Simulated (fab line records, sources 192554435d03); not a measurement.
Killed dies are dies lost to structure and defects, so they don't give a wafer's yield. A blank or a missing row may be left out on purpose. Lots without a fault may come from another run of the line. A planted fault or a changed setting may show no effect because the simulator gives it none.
Problem report in the 8D (eight disciplines) form, filled by code | flow n5_finfet | the parts of the form that need people (team, actions taken, sign-off) are left out

1. THE PROBLEM
trench_depth_nm at N5_BEOL_M3_OCD_MEAS_38 reads a mean of 51.6 nm on 1 wafer of 1 lot; wafers without a fault read 55.7 nm with a standard deviation of 0.93. That is -4.4 standard deviations from the usual mean.
First seen on wafer L675.3, day 11 05:17, on ocd-02. The record holds 21 wafers of 7 lots with a number at this step. Rule for "out", or "out of limits": more than 4 standard deviations from the usual mean. The other wafers with a number count as sound.

2. WHAT IT IS AND WHAT IT IS NOT
question                    | is                | is not
which readings at this step | trench_depth_nm   | -
which lots                  | L675              | L659, L660, L667, L671, L680, L682
which wafers of those lots  | L675.3            | L675.4, L675.5
read on which gauges        | ocd-02            | ocd-01
when                        | from day 11 05:17 | up to then (14 sound wafers); but 6 sound wafers of L680, L682 came after

3. SUSPECTS, AND WHAT RULES EACH OUT
Counting: a tool at a process step up to the reading stays a suspect if it ran every lot that is out. Sound lots after the first of them don't rule it out here, since some wafers of a struck lot are sound.
- the gauge at N5_BEOL_M3_OCD_MEAS_38: ruled out. All the wafers that are out were read on ocd-02, but those of them that N5_BEOL_M3_TRENCH_ETCH_37 has rows for are out there too, on other tools.
- rie_diel-04 at N5_BEOL_M3_ETCH_63 (etches SiARC in CF4, target depth 15.6 nm, time 26 s): kept. It ran the lot that is out, L675 (day 11 01:52); its last sound lot up to then is L667 (day 9 06:13).
- rie_diel-04 at N5_BEOL_M3_ETCH_64 (etches SOC in N2/H2, target depth 75 nm, overetch 15 nm, time 112.5 s): kept. It ran the lot that is out, L675 (day 11 01:53); its last sound lot up to then is L667 (day 9 06:15).
- rie_diel-01 at N5_BEOL_M3_DESCUM_33 (chemistry O2, time 7 s): kept. It ran the lot that is out, L675 (day 11 02:59).
- rie_diel-01 at N5_BEOL_M3_TRENCH_ETCH_37 (etches SiOC in C4F6/O2, target depth 55.555 nm, time 29.2 s): kept. It ran the lot that is out, L675 (day 11 05:07); its last sound lot up to then is L660 (day 7 20:43). Its own readings are out on those wafers: run_length_s.
- Within rie_diel-01 at N5_BEOL_M3_DESCUM_33: the wafers that are out ran in chamber 2; their sound lot-mates ran in chambers 1, 3.
- Within rie_diel-01 at N5_BEOL_M3_TRENCH_ETCH_37: the wafers that are out ran in chamber 3; their sound lot-mates ran in chambers 1, 2.
Left after counting: rie_diel-04 at N5_BEOL_M3_ETCH_63, rie_diel-04 at N5_BEOL_M3_ETCH_64, rie_diel-01 at N5_BEOL_M3_DESCUM_33, rie_diel-01 at N5_BEOL_M3_TRENCH_ETCH_37.

4. THE CAUSE (what the simulator had put in)
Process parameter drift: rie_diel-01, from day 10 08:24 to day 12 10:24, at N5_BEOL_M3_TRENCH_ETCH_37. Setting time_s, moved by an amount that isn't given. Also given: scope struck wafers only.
Counting left 4 suspects, and this tool is among them.

5. THE CHAIN OF EFFECTS, in route order
Each row: a reading whose mean over the struck wafers that have a number lies more than 3 standard deviations from the usual. Only readings for which the record gives a usual standard deviation are gone through. hours: the time from each lot's start at the first step in this table that gives one to its start at this step, as a median over the lots. sigmas: the change in usual standard deviations.
hours | step                      | reading         | usual   | on struck wafers | change | sigmas
0     | N5_BEOL_M3_TRENCH_ETCH_37 | run_length_s    | 52.4 s  | 49.9             | -2.5   | -5.8
0     | N5_BEOL_M3_OCD_MEAS_38    | trench_depth_nm | 55.7 nm | 51.6             | -4.1   | -4.4
The process steps in it:
- N5_BEOL_M3_TRENCH_ETCH_37: etches SiOC in C4F6/O2, target depth 55.555 nm, time 29.2 s.
Readings that are blank on the struck wafers while sound wafers have them: rf_fwd_power_W at N5_BEOL_M3_TRENCH_ETCH_37.
Later measuring or inspecting steps at which every struck wafer that the step has a row for has a number for every such reading, and none has moved that far: N5_BEOL_M4_RC_MEAS_101.

6. WHAT WOULD HAVE CAUGHT IT SOONER
In this record the first reading out of limits at a measuring or inspecting step was taken at day 11 05:17, 21 hours after the fault began at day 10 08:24.
The tool's own readings at N5_BEOL_M3_TRENCH_ETCH_37 were out on every struck wafer that the step has a row for (run_length_s): an alarm limit on them would have fired on the first of those.
All the lots that are out (1) had begun N5_BEOL_M3_TRENCH_ETCH_37 on rie_diel-01 by day 11 05:17. A hold on the tool at that time would have spared none of them.
